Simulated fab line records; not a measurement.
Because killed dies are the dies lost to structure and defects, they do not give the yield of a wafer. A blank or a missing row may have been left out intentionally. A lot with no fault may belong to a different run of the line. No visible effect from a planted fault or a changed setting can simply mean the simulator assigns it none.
Comparing a struck lot with a sound one | flow n5-finfet | 42 steps out of a route of 1938
Sound: the wafers L122.2, L122.4, L122.6. Wafers struck: L135.1, L135.3, L135.4. The cause is named last.
Order at every step that has rows: each side's tool, ch and its chambers, its first start. Under that, the readings that differ: sound wafers | struck wafers | difference of the means | sigmas: that difference in standard deviations of wafers without a fault.
alike: words and numbers the same on both sides, and readings whose means are apart by under 2 such deviations; not compared: readings that were withheld, readings missing a value for some wafer, numbers with overlapping values and no deviation given by the record, and bounds like >300 which may hide the same value.
The two part at a step that has a row with sigmas, a row that says differs or no value, or rows on one side only. Numbers that don't overlap but have no deviation are shown without sigmas and don't part them. A reading that every wafer of one side lacks parts them only if that side has two wafers or more.

first, 12 steps without rows for these wafers: N5_SD_EPI_N_STRIP_36 (strips in N2/H2); N5_SD_EPI_N_ETCHBACK_44 (etches SiNx in CH3F/O2, stops on SiO2, target depth 14.5 nm); N5_SD_EPI_N_ETCH_45 (etches SiOCN in CH3F/O2, target depth 6 nm); N5_SD_EPI_N_ETCH_16 (etches SiO2 in CHF3/O2, target depth 5 nm); N5_SD_EPI_N_STRIP_47 (strips in CHF3/O2); N5_SD_EPI_N_SD_RECESS_17 (chemistry HBr/Cl2/O2, target depth 41 nm, time 23.7 s, bt time 3 s); N5_SD_EPI_N_STRIP_38 (strips in N2/H2); N5_SD_EPI_N_WET_ETCH_43 (etches SiO2 in dHF, time 14 s, target depth 1.5 nm); N5_SD_EPI_N_STRIP_18 (strips in SPM, time 750 s); N5_SD_EPI_N_SRD_20 (time 30 s); N5_SD_EPI_N_PRECLEAN_48 (cleans in NF3:NH3, afs cycles 2, time 20 s, sublimation time 60 s); N5_SD_EPI_N_VAPOR_ETCH_50 (etches Si in HCl, time 54 s).
N5_SD_EPI_N_EPI_21: deposits Si:P, time 690 s.
  sound on epi-rpcvd-01 ch 0, day 3 09:55; struck on epi-rpcvd-01 ch 0, day 6 15:53
  reading                                   | sound       | struck               | difference | sigmas
  epi-growth-time-s (s)                     | 690 690 690 | 808.75 808.75 808.75 | +118.75    |
  model.Si-P_of_SD_EPI_N_EPI_21.thk-nm (nm) | 59 59 59.4  | 66.6 66.8 67.2       | +7.7       |
N5_SD_EPI_N_EPI_MEAS_23:
  sound: film-metro-02 at day 3 11:22; struck: film-metro-01 at day 6 17:38
  reading     | sound          | struck         | difference | sigmas
  thk-nm (nm) | 60.3 58.9 58.3 | 67.6 66.9 64.6 | +7.2       | +6
then, 24 steps without rows for these wafers: N5_SD_EPI_N_PRECLEAN_24 (cleans in O3/DIW, time 60 s); N5_SD_EPI_N_SRD_25 (time 30 s); N5_SD_EPI_N_PRECLEAN_49 (cleans in NF3:NH3, afs cycles 1, time 20 s, sublimation time 60 s); N5_SD_EPI_N_LINER_46 (material SiNx, target thk 3 nm); N5_SD_EPI_P_COAT_34 (time 60 s, resist thk 350 nm); N5_SD_EPI_P_COAT_35 (time 60 s, resist thk 35 nm); N5_SD_EPI_P_COAT_03 (resist thk 150 nm); N5_SD_EPI_P_EBR_05; N5_SD_EPI_P_SOFTBAKE_04 (time 60 s); N5_SD_EPI_P_EXPOSE_06 (exposes mask SD P BLK, target cd 240 nm); N5_SD_EPI_P_PEB_07 (peb time 60 s); N5_SD_EPI_P_DEVELOP_08 (develop time 30 s); N5_SD_EPI_P_DESCUM_14 (chemistry O2, time 7.9 s); N5_SD_EPI_P_ETCH_36 (etches SiARC in CF4, target depth 45.5 nm, time 75.8 s); N5_SD_EPI_P_ETCH_37 (etches SOC in N2/H2, overetch 108 nm, time 486 s); N5_SD_EPI_P_STRIP_38 (strips in N2/H2); N5_SD_EPI_P_ETCHBACK_46 (etches SiNx in CH3F/O2, stops on SiO2, target depth 17.5 nm); N5_SD_EPI_P_ETCH_47 (etches SiOCN in CH3F/O2, target depth 25 nm); N5_SD_EPI_P_ETCH_16 (etches SiO2 in CHF3/O2, target depth 5 nm); N5_SD_EPI_P_STRIP_50 (strips in CHF3/O2); N5_SD_EPI_P_SD_RECESS_17 (chemistry HBr/Cl2/O2, target depth 39.1 nm, bt time 3 s); N5_SD_EPI_P_WET_ETCH_45 (etches SiO2 in dHF, time 10.7 s, target depth 2 nm, rinse time 30 s); N5_SD_EPI_P_STRIP_40 (strips in N2/H2); N5_SD_EPI_P_PRECLEAN_52 (cleans in O3/DIW, time 60 s).
N5_SD_EPI_P_PRECLEAN_24: cleans in O3/DIW, time 45 s.
  sound on wet-bench-02 ch 1,4,6, day 3 16:31; struck on wet-bench-02 ch 0,2,7, day 6 22:38
  reading                                   | sound          | struck         | difference | sigmas
  model.Si-P_of_SD_EPI_N_EPI_21.thk-nm (nm) | 58.2 58.2 58.6 | 65.6 65.8 66.4 | +7.6       |
N5_SD_ACTIVATION_RS_MEAS_03: measures by four-point-probe.
  sound: film-metro-02 at day 3 17:02; struck: film-metro-02 at day 6 23:13
  reading          | sound             | struck            | difference | sigmas
  RS_SD_N (ohm/sq) | 21.96 22.07 21.69 | 19.44 19.42 19.23 | -2.54      | -9
  alike: RS_SD_P
-- here the record skips 4 days between the struck wafers' starts before and after, leaving off in module SD_ACTIVATION and picking up in module BEOL_M4 (first step shown: number 1111 of the route) --
N5_BEOL_M4_RC_MEAS_101:
  sound on prober-01 ch 0, day 8 01:27; struck on prober-02 ch 0, day 11 04:02
  reading          | sound          | struck         | difference | sigmas
  RS_SD_N (ohm/sq) | 28.5 28.6 28.5 | 25.2 25.1 24.9 | -3.5       | -8
  alike: DIBL_N, DIBL_P, IOFF_N, IOFF_P, ION_N, ION_P, SS_N, SS_P, VT_N, VT_P
-- record jumps: 5 days separate the struck wafers' starts on either side; left off in module BEOL_M4, taken up again in module PASSIVATION, whose first shown step is the route's number 1936 --
N5_PASSIVATION_PROBE_49:
  sound: prober-01 at day 12 09:02; struck: prober-02 at day 15 22:10
  alike: defect-limited-yield, killed_at_M0_to_M3, killed_at_M4_up, killed-at-contacts, killed-at-front-end, killed-at-other, killed-dies, killed-on-rim, killed-open, killed-short, sort_bin_4_leakage, sort_bin_5_function, sort_bin_6_memory, sort-n-pass, sort-yield-pct

## WHERE THEY PART
Earliest at N5_SD_EPI_N_EPI_MEAS_23; latest, in this record, at N5_BEOL_M4_RC_MEAS_101. Later steps at which nothing parts them and some readings are alike: N5_PASSIVATION_PROBE_49.

WHY: what the simulator had put in
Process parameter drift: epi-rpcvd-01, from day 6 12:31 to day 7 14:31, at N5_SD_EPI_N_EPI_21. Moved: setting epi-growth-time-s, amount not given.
